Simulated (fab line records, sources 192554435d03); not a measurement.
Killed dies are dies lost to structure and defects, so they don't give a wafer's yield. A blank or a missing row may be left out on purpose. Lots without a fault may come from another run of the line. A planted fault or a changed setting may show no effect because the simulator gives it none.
Which tool did it? | flow n5_finfet | 10 lots, 29 wafers sampled, at 2 steps of a route of 1938

WHAT THE GAUGES READ, wafer by wafer
N5_MIM_BOT_LITHO_OVL_MEAS_11.
lot  | measured     | on         | MIM_BOT_OVL (nm)
L264 | day 13 07:11 | overlay-01 | 2 1 -5
L265 | day 13 14:52 | overlay-01 | 1 2 4
L266 | day 13 18:38 | overlay-02 | 0 3 0
L267 | day 13 23:04 | overlay-01 | 5 17
L268 | day 14 09:49 | overlay-02 | 12 6 8
L269 | day 14 15:16 | overlay-01 | 6 3 13
L278 | day 17 02:28 | overlay-01 | 5 9 1
L285 | day 18 15:35 | overlay-01 | 1 4 7
L287 | day 19 06:28 | overlay-02 | -6 4 -1
L286 | day 19 17:10 | overlay-01 | 17 6 15

WHICH TOOL RAN EACH LOT (tool, then ch and the chambers of the sampled wafers, then the start)
lot  | N5_BEOL_M13_ECD_47
L264 | ecd_cu-01 ch 0,1, day 12 13:35
L265 | ecd_cu-02 ch 0,1, day 12 23:13
L266 | ecd_cu-02 ch 0,1, day 13 00:04
L267 | ecd_cu-01 ch 0,1, day 13 03:46
L268 | ecd_cu-02 ch 0,1, day 13 16:38
L269 | ecd_cu-02 ch 0,1, day 13 22:26
L278 | ecd_cu-02 ch 0,1, day 16 06:20
L285 | ecd_cu-01 ch 0,1, day 17 19:23
L287 | ecd_cu-01 ch 1, day 18 15:16
L286 | ecd_cu-02 ch 0,1, day 18 16:37
- N5_BEOL_M13_ECD_47: material Cu, target thk 936 nm.

THE ANSWER, worked out from the rows above alone
Rule: what is usual is taken from the lots themselves. Put in order of their means at a reading, lots are off if they are a third of the lots or fewer, leave a main group of 4 or more, and stand apart from it by a gap of 3 or more times the standard deviation of the main group's means; of several such gaps the widest counts. A main group whose means are all the same, to the digits that the tables above print for the reading, isn't used. A lot without any number at a reading at which 4 lots or more have one is off too. The other lots that the step has rows for count as sound.
No lot is off at any reading shown: from this, nothing can be told.

WHAT THE SIMULATOR HAD PUT IN
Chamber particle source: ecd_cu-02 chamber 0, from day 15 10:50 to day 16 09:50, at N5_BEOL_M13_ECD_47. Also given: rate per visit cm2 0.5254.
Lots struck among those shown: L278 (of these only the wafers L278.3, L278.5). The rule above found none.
